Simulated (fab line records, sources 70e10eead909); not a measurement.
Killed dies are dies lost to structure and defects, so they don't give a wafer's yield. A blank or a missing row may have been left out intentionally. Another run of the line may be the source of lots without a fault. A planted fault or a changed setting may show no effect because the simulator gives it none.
Which of the tools did it? | flow nandHarc | Sampling: 12 lots, 34 wafers, 5 of 1302 route steps

WHAT EACH GAUGE READ, for each wafer
NHARC_END_SORT_01. Usual: killedAtArray 59, standard deviation 17; killedAtOther 0.9, standard deviation 1.6; killedAtPeriphery 3.7, standard deviation 2.3; killedDies 64, standard deviation 17; killedOpen 3.3, standard deviation 1.8; killedShort 2.4, standard deviation 1.6.
lot  | measured     | on        | killedAtArray | killedAtOther | killedAtPeriphery | killedDies | killedOpen | killedShort | flag
L325 | day 26 05:42 | prober-01 | 86 79 96      | 3 1 6         | 5 4 7             | 94 84 109  | 1 1 0      | 3 1 2       | 
L327 | day 26 05:04 | prober-02 | 43 59 39      | 0 0 0         | 3 4 3             | 46 63 42   | 5 4 4      | 4 1 3       | 
L332 | day 29 04:44 | prober-01 | 42 50 43      | 0 0 0         | 5 7 5             | 47 57 48   | 4 3 3      | 3 1 2       | 
L338 | day 30 20:25 | prober-02 | 676 676       | 0 0           | 1 1               | 677 677    | 2 0        | 0 1         | OFF
L341 | day 32 03:02 | prober-01 | 42 673        | 0 0           | 2 4               | 44 677     | 4 2        | 2 4         | OFF

WHAT TOOL EACH LOT RAN ON (gives the tool, then ch and the chambers of the sampled wafers, and finally the start)
lot  | NHARC_A_SLIT_ETCH_29              | NHARC_A_WL_FILL_ETCHBACK_04      | NHARC_A_WL_FILL_STRIP_27            | NHARC_A_WL_FILL_ETCHBACK_16
L323 | rieDiel-13 ch 0,1,3, day 20 21:55 | rieMetal-03 ch 1, day 21 08:41   | plasmaAsher-02 ch 0,1, day 21 09:04 | rieDiel-01 ch 0,2,3, no start
L326 | rieDiel-02 ch 0,3, day 21 14:16   | rieMetal-02 ch 1, day 21 22:50   | plasmaAsher-02 ch 0,1, day 21 23:14 | rieDiel-08 ch 0,1,2, no start
L325 | rieDiel-13 ch 1,2,3, day 21 16:04 | rieMetal-03 ch 0,1, day 22 00:40 | plasmaAsher-02 ch 0,1, day 22 01:01 | rieDiel-11 ch 0,2,3, day 26 05:42 or earlier
L327 | rieDiel-05 ch 0,1, day 21 18:13   | rieMetal-02 ch 0,1, day 22 04:05 | plasmaAsher-02 ch 0,1, day 22 04:28 | rieDiel-01 ch 1,2,3, day 26 05:04 or earlier
L328 | rieDiel-13 ch 0,1,3, day 22 11:58 | rieMetal-01 ch 0,1, day 22 20:28 | plasmaAsher-02 ch 0,1, day 22 20:52 | rieDiel-01 ch 0,1,3, no start
L332 | rieDiel-05 ch 0,1,3, day 24 09:42 | rieMetal-03 ch 0,1, day 24 18:08 | plasmaAsher-02 ch 0,1, day 24 18:37 | rieDiel-08 ch 0,1,2, day 29 04:44 or earlier
L333 | rieDiel-02 ch 1,2, day 24 10:39   | rieMetal-01 ch 1, day 24 18:24   | plasmaAsher-01 ch 0,1, day 24 18:59 | rieDiel-01 ch 2,3, no start
L331 | rieDiel-02 ch 1,2, day 24 13:31   | rieMetal-02 ch 0,1, day 24 22:10 | plasmaAsher-01 ch 0,1, day 24 22:34 | rieDiel-11 ch 0,1,3, no start
L338 | rieDiel-02 ch 2,3, day 26 11:29   | rieMetal-03 ch 1, day 26 20:02   | plasmaAsher-02 ch 0,1, day 26 20:25 | rieDiel-01 ch 1,3, day 30 20:25 or earlier
L341 | rieDiel-05 ch 1,2, day 27 16:59   | rieMetal-03 ch 1, day 28 01:38   | plasmaAsher-02 ch 1, day 28 02:00   | rieDiel-08 ch 0,1, day 32 03:02 or earlier
L343 | rieDiel-05 ch 0,2, day 28 12:00   | rieMetal-01 ch 0,1, day 28 20:38 | plasmaAsher-02 ch 0, day 28 20:59   | rieDiel-11 ch 1,3, no start
L345 | rieDiel-13 ch 1,2,3, day 29 13:57 | rieMetal-02 ch 0,1, day 29 22:32 | plasmaAsher-02 ch 1, day 29 22:55   | rieDiel-01 ch 0,1,3, no start
- NHARC_A_SLIT_ETCH_29: etches the open film in CF4/O2, target depth 100 nm, overetch 10 nm, time 55 s.
- NHARC_A_WL_FILL_ETCHBACK_04: etches the open film in NF3, target depth 60 nm, time 120 s.
- NHARC_A_WL_FILL_STRIP_27: strips in N2/H2, time 20 s.
- NHARC_A_WL_FILL_ETCHBACK_16: etches the open film in C4F8/O2/Ar, target depth 120 nm, time 24 s.

AS READ BY THE TOOLS THEMSELVES (means over the sampled wafers that have a number; for cases with no such wafer, the mark the record gives instead)
NHARC_A_SLIT_ETCH_29. Usual: chamberPressureMTorr 30.002 mTorr, standard deviation 0.026; drypumpMotorCurrentA 5.9 A, standard deviation 0.52; oes_ar_750_au 1.000 a.u., standard deviation 0.0044; oesProductAu 1.005 a.u., standard deviation 0.015; rfVppV 198.1 V, standard deviation 1.2; showerheadPlenumPTorr 1.35 Torr, standard deviation 0.057; throttleValvePct 13.399 %, standard deviation 0.009.
lot  | tool       | chamberPressureMTorr (mTorr) | drypumpMotorCurrentA (A) | oes_ar_750_au (a.u.) | oesProductAu (a.u.) | rfVppV (V) | showerheadPlenumPTorr (Torr) | throttleValvePct (%) | flag
L323 | rieDiel-13 | 29.985                       | 6.0                      | 1.003                | 1.001               | 197.4      | 1.35                         | 13.402               | 
L326 | rieDiel-02 | 29.997                       | 6.3                      | 1.003                | 0.985               | 197.1      | 1.29                         | 13.404               | 
L325 | rieDiel-13 | 29.990                       | 6.1                      | 0.997                | 1.015               | 197.3      | 1.33                         | 13.401               | 
L327 | rieDiel-05 | 29.991                       | 5.5                      | 1.002                | 1.034               | 199.0      | 1.39                         | 13.403               | 
L328 | rieDiel-13 | 29.989                       | 6.0                      | 0.999                | 1.004               | 198.6      | 1.35                         | 13.412               | 
L332 | rieDiel-05 | 29.994                       | 5.9                      | 0.997                | 1.019               | 199.2      | 1.38                         | 13.396               | 
L333 | rieDiel-02 | 29.980                       | 5.3                      | 0.996                | 0.996               | 197.0      | 1.32                         | 13.403               | 
L331 | rieDiel-02 | 30.012                       | 5.3                      | 1.000                | 0.998               | 197.1      | 1.32                         | 13.400               | 
L338 | rieDiel-02 | 30.035                       | 5.7                      | 0.998                | 1.014               | 198.8      | 1.36                         | 13.404               | 
L341 | rieDiel-05 | 29.994                       | 5.8                      | 1.002                | 0.998               | 200.3      | 1.41                         | 13.391               | 
L343 | rieDiel-05 | 29.996                       | 5.5                      | 1.000                | 1.009               | 198.8      | 1.40                         | 13.404               | 
L345 | rieDiel-13 | 30.013                       | 6.1                      | 1.003                | 0.996               | 197.2      | 1.33                         | 13.404               | 

NHARC_A_WL_FILL_ETCHBACK_04. Usual: chamberPressureMTorr 300.00 mTorr, standard deviation 0.28; drypumpMotorCurrentA 5.67 A, standard deviation 0.26; oesProductAu 0.994 a.u., standard deviation 0.015; runLengthS 141.4 s, standard deviation 0.45.
lot  | tool        | chamberPressureMTorr (mTorr) | drypumpMotorCurrentA (A) | oesProductAu (a.u.) | runLengthS (s) | flag
L323 | rieMetal-03 | 300.08                       | 5.34                     | 1.004               | 140.9          | 
L326 | rieMetal-02 | 300.03                       | 5.44                     | 0.982               | 141.1          | 
L325 | rieMetal-03 | 299.94                       | 5.62                     | 0.998               | 141.5          | 
L327 | rieMetal-02 | 299.88                       | 5.68                     | 0.984               | 141.4          | 
L328 | rieMetal-01 | 299.87                       | 5.94                     | 0.996               | 141.2          | 
L332 | rieMetal-03 | 300.01                       | 5.48                     | 0.985               | 141.4          | 
L333 | rieMetal-01 | 300.13                       | 6.09                     | 0.976               | 140.9          | 
L331 | rieMetal-02 | 300.19                       | 5.55                     | 0.986               | 141.1          | 
L338 | rieMetal-03 | 299.51                       | 5.33                     | 0.985               | 72.8           | OFF
L341 | rieMetal-03 | 299.89                       | 5.32                     | 0.986               | 106.8          | OFF
L343 | rieMetal-01 | 300.33                       | 5.95                     | 1.014               | 141.2          | 
L345 | rieMetal-02 | 299.85                       | 5.58                     | 0.993               | 141.2          | 

NHARC_A_WL_FILL_STRIP_27. Usual: drypumpMotorCurrentA 5.2 A, standard deviation 0.37; heaterPowerW 346 W, standard deviation 11.
lot  | tool           | drypumpMotorCurrentA (A) | heaterPowerW (W) | flag
L323 | plasmaAsher-02 | 4.9                      | 351              | 
L326 | plasmaAsher-02 | 5.1                      | 342              | 
L325 | plasmaAsher-02 | 5.1                      | 338              | 
L327 | plasmaAsher-02 | 5.1                      | 339              | 
L328 | plasmaAsher-02 | 4.9                      | 350              | 
L332 | plasmaAsher-02 | 4.9                      | 348              | 
L333 | plasmaAsher-01 | 5.6                      | 350              | 
L331 | plasmaAsher-01 | 5.6                      | 349              | 
L338 | plasmaAsher-02 | 5.1                      | 342              | 
L341 | plasmaAsher-02 | 4.7                      | 356              | 
L343 | plasmaAsher-02 | 5.4                      | 341              | 
L345 | plasmaAsher-02 | 4.7                      | 351              | 

NHARC_A_WL_FILL_ETCHBACK_16. Usual: chamberPressureMTorr 25.000 mTorr, standard deviation 0.021; oesProductAu 0.98 a.u., standard deviation 0.035; rfVppV 721 V, standard deviation 4.3; runLengthS 45.3 s, standard deviation 0.33.
lot  | tool       | chamberPressureMTorr (mTorr) | oesProductAu (a.u.) | rfVppV (V) | runLengthS (s) | flag
L323 | rieDiel-01 | 25.002                       | 1.00                | 723        | 45.2           | 
L326 | rieDiel-08 | 24.986                       | 0.93                | 718        | 45.2           | 
L325 | rieDiel-11 | 25.004                       | 1.01                | 721        | 44.9           | 
L327 | rieDiel-01 | 25.016                       | 0.99                | 722        | 45.2           | 
L328 | rieDiel-01 | 24.986                       | 1.01                | 724        | 45.5           | 
L332 | rieDiel-08 | 24.999                       | 0.94                | 718        | 45.2           | 
L333 | rieDiel-01 | 24.997                       | 1.01                | 720        | 45.4           | 
L331 | rieDiel-11 | 25.017                       | 0.93                | 722        | 45.3           | 
L338 | rieDiel-01 | 25.005                       | 0.98                | 724        | 45.2           | 
L341 | rieDiel-08 | 24.980                       | 1.00                | 716        | 46.0           | 
L343 | rieDiel-11 | 25.024                       | 1.00                | 722        | 45.2           | 
L345 | rieDiel-01 | 25.009                       | 1.00                | 723        | 45.5           | 

THE ANSWER, worked out from the rows above alone
Rule: a lot counts as off when the mean over its wafers that have a number is more than 3 standard deviations away from the usual mean. Also off: a lot with no number at a reading for which 4 or more lots have one. Where the step has rows for the other lots, those lots are counted as sound. After the gauges, taken in route order, come the tools' own readings; for these a lot's mean is taken, as printed above. The first step at which some lot is off is used, and at that step the reading that is off furthest; a lot without a number counts as furthest.
Off, at NHARC_END_SORT_01 on killedAtArray: L338, L341. Neither off nor sound, because the step has no rows for them: L323, L326, L328, L333, L331, L343, L345.
If a tool, at a process step before that reading, ran all the lots that are off and no sound lot after the first of them, it fits. The gauges at NHARC_END_SORT_01 aren't tried: what is off there is off at NHARC_A_WL_FILL_ETCHBACK_04 too, on other tools, and a gauge's error can't cause that. NHARC_A_WL_FILL_ETCHBACK_16 gives no start for some lots, so the hours and the order of its lots are those of NHARC_END_SORT_01. Undecided on this evidence; 2 tools fit (rieMetal-03 at NHARC_A_WL_FILL_ETCHBACK_04, plasmaAsher-02 at NHARC_A_WL_FILL_STRIP_27).

WHAT THE SIMULATOR HAD INSERTED
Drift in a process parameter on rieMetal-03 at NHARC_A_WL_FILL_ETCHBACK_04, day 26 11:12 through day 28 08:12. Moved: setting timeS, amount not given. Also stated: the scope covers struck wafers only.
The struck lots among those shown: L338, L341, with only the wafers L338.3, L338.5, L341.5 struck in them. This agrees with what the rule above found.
